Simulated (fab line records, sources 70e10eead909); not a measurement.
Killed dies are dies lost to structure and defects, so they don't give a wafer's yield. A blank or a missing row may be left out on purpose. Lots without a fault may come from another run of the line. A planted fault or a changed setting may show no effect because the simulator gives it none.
Chamber matching | flow nand_harc | NHARC_P_CONTACT_ALD_22 on ald_metal-03: 4 sister chambers
The step deposits TiN, target thk 3 nm, pulse time 1 s, ald cycles 150. 14 wafers are shown with their chamber, then 7 later ones without.

WAFERS WITH THEIR CHAMBER
wafer  | chamber | heater_power_w (W) | precursor_pulse_height_rel
L075.2 | 1       | 1197               | 0.966
L075.4 | 0       | 883                | 1.022
L075.6 | 3       | 1158               | 1.011
L078.1 | 2       | 1146               | 1.016
L078.3 | 1       | 1212               | 1.031
L078.5 | 3       | 1165               | 1.007
L085.2 | 1       | 1247               | 1.010
L085.3 | 3       | 1204               | 1.011
L085.6 | 2       | 1213               | 1.021
L086.1 | 0       | 964                | 0.995
L086.3 | 2       | 1221               | 1.017
L086.5 | 1       | 1230               | 0.967
L093.2 | 3       | 1222               | 1.009
L093.4 | 0       | 913                | 1.034

SIGNATURES (means of the wafers above)
reading                    | chamber 0 | chamber 1 | chamber 2 | chamber 3 | scatter within a chamber
heater_power_w             | 920.00    | 1221.50   | 1193.33   | 1187.25   | 33.2
precursor_pulse_height_rel | 1.01700   | 0.99350   | 1.01800   | 1.00950   | 0.0199
Rule: a wafer's distance from a chamber is the root of the sum, over the readings, of the square of ((its reading less the chamber's mean) divided by the reading's scatter). The wafer belongs to the nearest chamber; if the next one is less than 2 further off, it can't be placed. The scatter: the root of (the sum of the squares of (reading less its chamber's mean) over the shown wafers, divided by (wafers less chambers)).

WAFERS WITHOUT THEIR CHAMBER
wafer  | heater_power_w (W) | precursor_pulse_height_rel
L093.6 | 1235               | 0.958
L095.3 | 1225               | 1.007
L095.4 | 1259               | 1.021
L095.5 | 1215               | 0.985
L096.2 | 1245               | 0.961
L096.3 | 1249               | 0.955
L096.5 | 1202               | 1.003

WHICH CHAMBER EACH WENT THROUGH
wafer  | from the rows above          | in truth
L093.6 | can't be placed: 1 or 3 or 2 | 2
L095.3 | can't be placed: 1 or 2 or 3 | 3
L095.4 | can't be placed: 1 or 2 or 3 | 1
L095.5 | can't be placed: 1 or 3 or 2 | 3
L096.2 | can't be placed: 1 or 3 or 2 | 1
L096.3 | can't be placed: 1 or 3 or 2 | 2
L096.5 | can't be placed: 3 or 1 or 2 | 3
Placed correctly: 0 of 7. Can't be placed from these rows: 7 (the true chamber is among the candidates in 7). Placed wrongly: 0.
